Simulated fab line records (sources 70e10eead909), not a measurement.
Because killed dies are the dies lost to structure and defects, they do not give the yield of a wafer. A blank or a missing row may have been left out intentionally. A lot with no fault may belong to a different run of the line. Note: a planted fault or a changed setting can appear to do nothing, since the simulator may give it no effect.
fab line records	flow nand_harc
record: lots: 13	wafers: 39	last_day: 24
route steps=1159 shown P_ZERO_WELL@16 P_GATE@144
lots untouched by any fault: they come from a run of this same line in which no faults occurred
start_h: the number of hours between the record's first day and the start of the first shown wafer of the lot	wait_h: how many hours have passed since the lot's step before this one	" the same as in the row above	L1.1+2: one row covering several wafers at once	- value missing, or start not given	* or withheld: withheld	< > ~ a bound
route shown NAME@n: a module of which the file shows steps, and the number in the route of the first	usual: average and standard deviation across the fault-free wafers	same: alike in all rows	chamber/n: place in a boat	sites: readings site by site	_std_site: how widely they spread, as a standard deviation	_edge_site: mean of outer sites minus mean of inner sites	radius_mm: how far each site lies from the wafer's centre	mask NAME#n: copy n	behind: tool/chamber where the wafer was last shaped	hold: why the lot was held/for how many hours/how that ended	device: names the non-switching transistor (n, p or np)	end of line: tests run on the same wafers once the route is complete	step lacking rows: just its recipe	killed: dies that structure and defects cost at the first sort, which is not the same as the wafer's yield	map: the dies of a wafer, with x for killed, . for not killed, _ for no die there
set.NAME: the setting as run; set.NAME@STEP: as run at that earlier step	model.NAME: the simulator's own value behind a step, which no gauge read
the route's steps for a sample of lots (tables are steps, rows are wafers)
services: the hour from which a tool's chamber was out of use, counted from the record's first day as start_h (under 0 if before that day), plus the number of hours and why
== steps ==
step: NHARC_P_ZERO_WELL_DESCUM_13
recipe: time_s: 3	o2_flow_sccm: 200	ar_flow_sccm: 0	bias_power_w: 0	chemistry: O2
usual: drypump_motor_current_A: 5.8/0.34	oes_product_au: 0.999/0.0077	rf_vpp_V: 58.1/0.94	showerhead_plenum_p_Torr: 1.95/0.084	throttle_valve_pct: 11.311/0.0091
lot.wafer	tool	chamber	start_h	wait_h	drypump_motor_current_A	oes_product_au	rf_hours_counter_h	rf_vpp_V	showerhead_plenum_p_Torr	throttle_valve_pct
L230.3	rie_diel-07	0	13.40	-	5.8	0.995	8.4	58.6	2.01	11.310
L230.1	"	2	"	"	5.5	0.994	9.2	56.8	1.93	11.318
L230.5	"	0	"	"	5.7	0.990	-	57.7	2.01	11.322
L232.2	rie_diel-07	0	25.27	-	5.8	0.987	8.6	60.4	2.01	11.312
L232.4	"	2	"	"	5.5	0.994	9.4	56.5	1.93	11.306
L232.3	"	3	"	"	6.2	0.983	9.7	59.7	2.01	11.320
L233.1	rie_diel-07	3	31.43	-	6.2	0.993	9.9	58.3	2.01	11.300
L233.6	"	0	"	"	5.8	1.002	-	59.3	2.01	11.319
L233.5	"	1	"	"	6.0	0.997	-	56.4	1.84	11.318
L234.4	rie_diel-12	2	37.41	-	5.8	1.014	0.1	57.2	2.02	11.320
L234.6	"	0	"	"	5.7	1.004	-	58.1	2.07	11.303
L234.5	"	1	"	"	5.4	1.003	-	57.5	1.97	11.329
L235.3	rie_diel-11	1	43.40	-	5.6	0.995	1.6	57.5	1.96	11.303
L235.2	"	2	"	"	6.3	1.001	1.9	58.0	1.79	11.300
L235.1	"	3	"	"	5.7	1.010	2.1	57.5	1.98	11.313
L236.4	rie_diel-11	3	49.33	-	5.7	1.003	2.3	59.0	1.98	11.321
L236.1	"	0	"	"	6.2	1.010	2.0	57.2	1.80	11.325
L236.5	"	0	"	"	6.2	1.006	-	58.2	1.80	11.307
L237.3	rie_diel-11	3	55.40	-	5.7	0.987	2.7	58.0	1.98	11.318
L237.4	"	0	"	"	6.2	0.984	2.5	58.3	1.80	11.312
L237.1	"	1	"	"	5.7	0.986	2.4	57.9	1.96	11.293
L238.4	rie_diel-12	3	61.40	-	4.9	1.003	2.2	58.4	1.98	11.314
L238.3	"	1	"	"	5.4	1.007	2.1	58.4	1.97	11.300
L238.6	"	2	"	"	5.8	0.989	-	59.5	2.02	11.306
L239.4	rie_diel-12	0	67.41	-	5.7	0.995	2.5	58.5	2.07	11.319
L239.3	"	2	"	"	5.8	1.001	2.1	59.8	2.02	11.307
L239.6	"	0	"	"	5.7	0.990	-	58.6	2.06	11.305
L240.1	rie_diel-07	3	73.40	-	6.2	0.997	0.7	57.3	2.01	11.321
L240.5	"	3	"	"	6.2	1.001	-	58.0	2.01	11.317
L240.6	"	0	"	"	5.8	0.998	-	59.5	2.01	11.317
L243.3	rie_diel-11	3	91.41	-	5.7	1.001	3.5	57.8	1.98	11.306
L243.4	"	2	"	"	6.4	1.005	-	58.0	1.79	11.313
L243.5	"	1	"	"	5.6	1.001	-	59.4	1.96	11.320
L252.2	rie_diel-07	2	145.39	-	5.5	0.991	5.4	59.3	1.93	11.317
L252.6	"	2	"	"	5.5	0.998	-	58.1	1.93	11.311
L252.5	"	3	"	"	6.2	0.996	-	58.8	2.01	11.312
L253.4	rie_diel-07	0	151.55	-	5.8	1.009	5.6	58.2	2.01	11.305
L253.3	"	1	"	"	6.0	0.993	5.6	57.7	1.84	11.299
L253.6	"	3	"	"	6.2	1.000	-	58.9	2.01	11.308
step: NHARC_P_GATE_DESCUM_31
recipe: time_s: 3	o2_flow_sccm: 200	ar_flow_sccm: 0	bias_power_w: 0	chemistry: O2
usual: drypump_motor_current_A: 5.6/0.56	oes_product_au: 0.997/0.0074	rf_vpp_V: 57.7/0.83	showerhead_plenum_p_Torr: 1.89/0.056	throttle_valve_pct: 11.311/0.0096
lot.wafer	tool	chamber	start_h	wait_h	drypump_motor_current_A	oes_product_au	rf_hours_counter_h	rf_vpp_V	showerhead_plenum_p_Torr	throttle_valve_pct
L230.3	rie_diel-05	0	91.51	0.1	5.8	1.001	17	57.6	1.88	11.314
L230.1	"	3	"	"	5.0	1.005	17	58.7	1.91	11.299
L230.5	"	0	"	"	5.8	1.005	-	58.1	1.88	11.319
L232.4	rie_diel-01	0	97.99	0.1	6.2	0.987	45	58.6	1.99	11.306
L232.2	"	1	"	"	5.1	0.997	45	57.7	2.03	11.315
L232.3	"	2	"	"	6.3	0.998	46	58.1	1.90	11.301
L233.1	rie_diel-13	1	111.90	0.1	6.5	0.989	1	57.8	1.80	11.319
L233.5	"	1	"	"	6.5	0.991	-	58.2	1.80	11.319
L233.6	"	2	"	"	6.3	0.992	-	59.2	1.89	11.319
L234.4	rie_diel-05	2	119.76	0.1	4.7	1.010	23	56.1	1.92	11.308
L234.5	"	2	"	"	4.7	1.000	-	56.7	1.92	11.315
L234.6	"	3	"	"	5.0	0.992	-	57.6	1.90	11.315
L235.3	rie_diel-05	3	120.20	0.1	5.0	1.000	25	59.4	1.90	11.316
L235.2	"	0	"	"	5.8	1.008	25	57.3	1.88	11.313
L235.1	"	2	"	"	4.8	1.007	23	58.2	1.92	11.301
L236.4	rie_diel-13	1	130.00	0.1	6.4	1.007	8	56.9	1.79	11.316
L236.1	"	2	"	"	6.3	1.005	8	56.9	1.88	11.308
L236.5	"	1	"	"	6.4	0.999	-	58.7	1.79	11.316
L237.4	rie_diel-05	3	132.35	0.1	5.0	0.996	26	57.1	1.90	11.311
L237.1	"	0	"	"	5.8	0.989	27	57.1	1.88	11.307
L237.3	"	2	"	"	4.7	1.004	25	57.8	1.92	11.327
L239.3	rie_diel-13	1	142.61	0.1	6.5	0.998	15	58.0	1.79	11.299
L239.4	"	2	"	"	6.3	1.002	16	59.3	1.88	11.299
L239.6	"	0	"	"	5.4	1.001	-	56.6	1.86	11.301
L238.3	rie_diel-05	1	142.74	0.1	6.1	1.004	21	57.7	1.85	11.311
L238.4	"	3	"	"	5.0	1.000	28	57.0	1.90	11.304
L238.6	"	2	"	"	4.7	1.005	-	58.1	1.92	11.329
L240.1	rie_diel-05	1	156.31	0.1	6.1	1.003	22	55.8	1.85	11.322
L240.6	"	0	"	"	5.8	0.994	-	56.6	1.88	11.328
L240.5	"	1	"	"	6.0	0.991	-	57.5	1.85	11.326
L243.3	rie_diel-05	1	172.82	0.1	6.1	1.007	0	59.0	1.85	11.295
L243.5	"	0	"	"	5.8	1.005	-	56.8	1.88	11.303
L243.4	"	2	"	"	4.8	1.009	-	57.9	1.92	11.304
L253.4	rie_diel-05	0	217.89	0.1	5.8	0.996	10	56.9	1.87	11.307
L253.3	"	3	"	"	5.0	0.992	3	58.1	1.90	11.300
L253.6	"	0	"	"	5.8	0.996	-	57.6	1.87	11.311
L252.2	rie_diel-01	1	218.27	0.1	5.1	0.986	28	58.2	2.02	11.302
L252.5	"	3	"	"	5.7	1.003	-	57.7	1.93	11.293
L252.6	"	0	"	"	6.2	0.994	-	56.4	1.98	11.328
step: NHARC_P_GATE_EXPOSE_43
recipe: na: 0.6	target_cd_nm: 720	dose_mj: 14.81	mask_id: P_NSD
usual: stage_vel_mm_s: 500.05/0.26
lot.wafer	tool	chamber	start_h	wait_h	mask	stage_vel_mm_s
L230.1	krf_scanner-01	0	103.04	-	P_NSD#0	499.78
L230.3	"	0	"	"	P_NSD#0	499.92
L230.5	"	0	"	"	P_NSD#0	500.39
L232.2	krf_scanner-01	0	109.79	-	P_NSD#0	499.58
L232.3	"	0	"	"	P_NSD#0	500.44
L232.4	"	0	"	"	P_NSD#0	500.08
L233.1	krf_scanner-01	0	123.63	-	P_NSD#0	500.10
L233.5	"	0	"	"	P_NSD#0	500.07
L233.6	"	0	"	"	P_NSD#0	500.13
L234.4	krf_scanner-03	0	131.60	-	P_NSD#0	499.75
L234.5	"	0	"	"	P_NSD#0	499.87
L234.6	"	0	"	"	P_NSD#0	499.93
L235.1	krf_scanner-03	0	131.97	-	P_NSD#0	500.10
L235.2	"	0	"	"	P_NSD#0	499.97
L235.3	"	0	"	"	P_NSD#0	500.12
L236.1	krf_scanner-03	0	141.89	-	P_NSD#0	499.72
L236.4	"	0	"	"	P_NSD#0	499.82
L236.5	"	0	"	"	P_NSD#0	499.74
L237.1	krf_scanner-04	0	146.16	-	P_NSD#0	500.13
L237.3	"	0	"	"	P_NSD#0	499.62
L237.4	"	0	"	"	P_NSD#0	500.19
L239.3	krf_scanner-04	0	154.41	-	P_NSD#0	499.81
L239.4	"	0	"	"	P_NSD#0	499.95
L239.6	"	0	"	"	P_NSD#0	499.53
L238.3	krf_scanner-03	0	154.75	-	P_NSD#0	500.11
L238.4	"	0	"	"	P_NSD#0	499.81
L238.6	"	0	"	"	P_NSD#0	499.27
L240.1	krf_scanner-03	0	172.00	-	P_NSD#0	500.30
L240.5	"	0	"	"	P_NSD#0	500.25
L240.6	"	0	"	"	P_NSD#0	500.36
L243.3	krf_scanner-03	0	184.49	-	P_PSD#0	500.34
L243.4	"	0	"	"	P_PSD#0	500.19
L243.5	"	0	"	"	P_PSD#0	499.88
L253.3	krf_scanner-04	0	229.79	-	P_NSD#0	499.96
L253.4	"	0	"	"	P_NSD#0	500.39
L253.6	"	0	"	"	P_NSD#0	500.39
L252.2	krf_scanner-03	0	229.97	-	P_NSD#0	500.17
L252.5	"	0	"	"	P_NSD#0	499.91
L252.6	"	0	"	"	P_NSD#0	500.19
step: NHARC_P_GATE_CD_MEAS_46
recipe: target_cd_nm: 720	landing_energy_ev: 500
usual: cd_nm: 719.8/1.2
lot.wafer	tool	chamber	start_h	wait_h	cd_nm
L230.1	cd_sem-02	0	103.20	-	718.5
L230.3	"	0	"	"	720.2
L230.5	"	0	"	"	719.4
L232.2	cd_sem-02	0	109.94	-	717.8
L232.3	"	0	"	"	718.5
L232.4	"	0	"	"	718.0
L233.1	cd_sem-02	0	123.80	-	720.1
L233.5	"	0	"	"	719.7
L233.6	"	0	"	"	718.3
L234.4	cd_sem-02	0	131.75	-	719.0
L234.5	"	0	"	"	718.9
L234.6	"	0	"	"	720.9
L235.1	cd_sem-02	0	132.13	-	716.5
L235.2	"	0	"	"	716.5
L235.3	"	0	"	"	718.2
L236.1	cd_sem-02	0	142.05	-	721.0
L236.4	"	0	"	"	720.1
L236.5	"	0	"	"	720.5
L237.1	cd_sem-01	0	146.32	-	717.4
L237.3	"	0	"	"	718.3
L237.4	"	0	"	"	718.1
L239.3	cd_sem-02	0	154.56	-	718.5
L239.4	"	0	"	"	720.6
L239.6	"	0	"	"	719.0
L238.3	cd_sem-02	0	154.91	-	721.2
L238.4	"	0	"	"	720.5
L238.6	"	0	"	"	720.2
L240.1	cd_sem-02	0	172.16	-	720.7
L240.5	"	0	"	"	720.5
L240.6	"	0	"	"	719.1
L243.3	cd_sem-02	0	184.64	-	-
L243.4	"	0	"	"	-
L243.5	"	0	"	"	-
L253.3	cd_sem-03	0	229.94	-	720.8
L253.4	"	0	"	"	720.0
L253.6	"	0	"	"	720.4
L252.2	cd_sem-03	0	230.12	-	720.6
L252.5	"	0	"	"	721.8
L252.6	"	0	"	"	719.0
step: NHARC_P_GATE_DESCUM_61
recipe: time_s: 3	o2_flow_sccm: 200	ar_flow_sccm: 0	bias_power_w: 0	chemistry: O2
usual: drypump_motor_current_A: 5.6/0.57	oes_product_au: 0.997/0.007	rf_vpp_V: 57.8/0.86	showerhead_plenum_p_Torr: 1.90/0.056	throttle_valve_pct: 11.311/0.0088
lot.wafer	tool	chamber	start_h	wait_h	drypump_motor_current_A	oes_product_au	rf_hours_counter_h	rf_vpp_V	showerhead_plenum_p_Torr	throttle_valve_pct
L230.1	rie_diel-05	0	105.34	-	5.8	1.005	22	57.0	1.88	11.332
L230.3	"	1	"	"	6.1	0.998	14	58.1	1.85	11.310
L230.5	"	0	"	"	5.8	0.996	-	57.8	1.88	11.313
L232.4	rie_diel-05	1	111.86	-	6.1	0.989	15	57.6	1.85	11.311
L232.3	"	2	"	"	4.7	1.010	20	57.6	1.92	11.324
L232.2	"	3	"	"	5.0	0.995	22	58.3	1.91	11.303
L233.1	rie_diel-13	3	125.76	-	5.3	0.997	3	57.2	1.79	11.300
L233.6	"	1	"	"	6.4	0.992	-	58.4	1.80	11.315
L233.5	"	2	"	"	6.3	1.001	-	57.8	1.88	11.311
L234.4	rie_diel-01	3	133.54	-	5.7	0.992	56	57.5	1.94	11.322
L234.5	"	2	"	"	6.3	1.008	-	58.2	1.89	11.311
L234.6	"	3	"	"	5.7	1.002	-	57.6	1.94	11.299
L235.2	rie_diel-05	2	134.18	-	4.8	1.003	25	57.0	1.92	11.318
L235.3	"	3	"	"	5.0	0.993	27	59.0	1.90	11.305
L235.1	"	1	"	"	6.1	0.996	20	58.9	1.85	11.314
L236.1	rie_diel-05	0	144.12	-	5.8	1.005	29	57.9	1.88	11.283
L236.4	"	2	"	"	4.7	1.015	27	57.3	1.92	11.302
L236.5	"	3	"	"	5.0	0.997	-	59.3	1.90	11.318
L237.3	rie_diel-05	2	148.24	-	4.8	1.014	27	56.8	1.92	11.305
L237.1	"	0	"	"	5.8	1.002	29	57.3	1.88	11.299
L237.4	"	1	"	"	6.1	1.007	22	55.8	1.85	11.320
L239.3	rie_diel-01	2	156.50	-	6.3	0.996	4	56.5	1.89	11.317
L239.4	"	0	"	"	6.2	0.993	4	58.6	1.98	11.330
L239.6	"	1	"	"	5.0	0.990	-	58.1	2.03	11.303
L238.4	rie_diel-01	0	156.94	-	6.2	1.005	4	58.1	1.98	11.306
L238.3	"	3	"	"	5.7	0.995	4	59.1	1.94	11.298
L238.6	"	1	"	"	5.1	0.983	-	58.4	2.03	11.311
L240.1	rie_diel-05	1	174.01	-	6.1	0.997	0	56.4	1.85	11.313
L240.5	"	2	"	"	4.7	0.989	-	57.7	1.92	11.320
L240.6	"	0	"	"	5.8	0.989	-	57.2	1.88	11.306
L243.4	rie_diel-13	0	186.55	-	5.4	0.999	33	59.5	1.85	11.309
L243.3	"	2	"	"	6.3	1.002	36	58.1	1.88	11.320
L243.5	"	0	"	"	5.4	1.011	-	57.4	1.85	11.322
L253.3	rie_diel-05	3	231.89	-	5.0	0.995	4	58.7	1.90	11.312
L253.4	"	0	"	"	5.8	0.995	11	56.3	1.87	11.308
L253.6	"	2	"	"	4.7	1.002	-	57.8	1.91	11.312
L252.2	rie_diel-05	2	232.09	-	4.7	1.002	12	58.1	1.91	11.315
L252.6	"	0	"	"	5.8	0.993	-	57.8	1.87	11.315
L252.5	"	1	"	"	6.1	0.995	-	57.3	1.84	11.316
== services ==
tool	chamber	start_h	hours	kind
rie_diel-01	3	-8.80	1.9	repair
krf_scanner-03	-	-4.00	4.0	pm
rie_diel-13	1	9.04	9.3	repair
rie_diel-05	2	21.19	4.0	repair
rie_diel-07	-	51.26	9.0	pm
rie_diel-05	1	58.40	33.3	repair
rie_diel-05	2	61.08	4.7	repair
rie_diel-13	0	74.25	3.1	repair
rie_diel-01	3	78.60	9.5	repair
krf_scanner-03	-	89.40	0.2	repair
rie_diel-13	-	99.05	9.0	pm
rie_diel-01	2	113.48	2.2	repair
rie_diel-01	2	119.99	11.8	repair
rie_diel-01	-	137.85	9.0	pm
krf_scanner-03	-	145.10	0.6	repair
rie_diel-13	-	159.92	0.2	repair
rie_diel-01	0	160.11	7.4	repair
rie_diel-05	-	163.60	9.0	pm
krf_scanner-03	-	168.00	4.0	pm
rie_diel-05	3	185.74	23.8	repair
rie_diel-13	2	191.71	3.1	repair
rie_diel-07	1	207.07	8.9	repair
rie_diel-13	3	216.17	14.1	repair
rie_diel-07	-	228.26	9.0	pm
== key ==
first_sign: step: NHARC_P_GATE_EXPOSE_43	reading: mask	direction: changed
effect: step: NHARC_P_GATE_CD_MEAS_46	reading: cd_nm	direction: missing
met_at NHARC_P_GATE_EXPOSE_43
struck_lots L243
later_rows_left_out L243.3,L243.4,L243.5
sort_left_out L243.3,L243.4,L243.5
tester_left_out L243
not_acting_at NHARC_P_ZERO_WELL_DESCUM_13,NHARC_P_GATE_DESCUM_31,NHARC_P_GATE_DESCUM_61
onset_between 172.00 184.49
fault: kind: wrong_mask	tool: any	chamber: -	onset_h: 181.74	steps: NHARC_P_GATE_EXPOSE_43	aux_copy: P_PSD#0	scope: struck_lots_only
tester_left_out: of these lots the tester's yield and bins aren't shown, on N5 and GAA mostly nor the transistor test; their killed dies are dies lost to structure and defects alone, not to doping, threshold or leakage, so they don't give the yield
sort_left_out: the simulated sort isn't trusted on such a fault, so these wafers' sort isn't shown, and their yield isn't known
later_rows_left_out: the simulator's readings of these wafers behind a module that went badly wrong aren't trusted and aren't shown, but for the sort
